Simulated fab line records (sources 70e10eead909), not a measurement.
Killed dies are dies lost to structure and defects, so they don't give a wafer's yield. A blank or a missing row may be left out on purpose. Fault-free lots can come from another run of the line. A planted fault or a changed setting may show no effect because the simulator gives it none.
Comparing a struck lot with a sound one    flow nand-harc    14 out of 1159 route steps
Sound: wafers L449.1, L449.2, L449.5. Wafers L458.3, L458.4, L458.6 were the ones struck. The cause is given at the end.
For every step that has rows: the tool of each side, followed by ch and its chambers, followed by its first start. Under that, the readings that differ: sound wafers    struck wafers    difference of the means    sigmas: that difference in standard deviations of wafers without a fault.
alike: readings whose means differ by less than 2 such deviations, and words and numbers that are the same on both sides. not compared: withheld readings, readings that some wafer has no value for, bounds like >300 that may hide the same value, and numbers for which the record gives no deviation and whose values overlap.
Wherever a step has rows on one side only, a row that says differs or no value, or a row with sigmas, the two part there. Non-overlapping numbers with no deviation appear without sigmas and do not part them. A reading missing from all wafers of one side parts the sides only when that side holds two or more wafers.

NHARC_A_M0_INSPECT_27:
  sound on defect-inspect-02, day 18 04:45; struck on defect-inspect-01, day 20 05:35
  alike: raw-defect-count
NHARC_A_M0_PRE_CLEAN_31: time 12 s.
  sound on pecvd-03 ch 1,2, day 18 04:50; struck on pecvd-03 ch 0,1,2, day 20 05:40
  alike: heater-power-w
  not compared: since-wet-clean-h
NHARC_A_M0_DEP_32: deposits SiCN, target thk 30 nm.
  sound on pecvd-03 ch 1,2, day 18 04:56; struck on pecvd-03 ch 0,1,2, day 20 05:44
  alike: heater-power-w
  not compared: since-wet-clean-h
then, 9 steps without rows for these wafers: NHARC_A_M1_DEP_00 (deposits SiOC, target thk 182.5 nm); NHARC_A_M1_DEHYDRATE_01 (time 120 s); NHARC_A_M1_HMDS_02 (time 30 s); NHARC_A_M1_COAT_34 (time 65 s); NHARC_A_M1_COAT_03 (resist thk 90 nm); NHARC_A_M1_SOFTBAKE_04 (time 55 s); NHARC_A_M1_EBR_05; NHARC_A_M1_EXPOSE_06 (exposes mask A M1, target cd 120 nm); NHARC_A_M1_PEB_07 (peb time 65 s).
NHARC_A_M1_DEVELOP_08: develop time 35 s.
  sound on litho-track-04 ch 0, day 18 05:00; struck on litho-track-04, day 20 06:00
  no value came back on the struck wafers for chill-plate-temp-C (C), develop-time-s (s); on the sound wafers chill-plate-temp-C (C) reads 23.28 23.19 23.22
NHARC_A_M1_CD_MEAS_09: the cd target is 120 nm.
  sound on cd-sem-01 ch 0, day 18 06:04; struck on cd-sem-01 ch 0, day 20 06:52
reading     sound              struck  difference                     sigmas
cd-nm (nm)  120.0 120.7 119.5  - - -   no value on the struck wafers  

== WHERE THEY PART ==
Earliest at NHARC_A_M1_DEVELOP_08; latest, in this record, at NHARC_A_M1_CD_MEAS_09.

WHY: whatever the simulator had introduced
Skipped step whole: litho-track-04, from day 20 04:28 on, at NHARC_A_M1_DEVELOP_08. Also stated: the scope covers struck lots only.
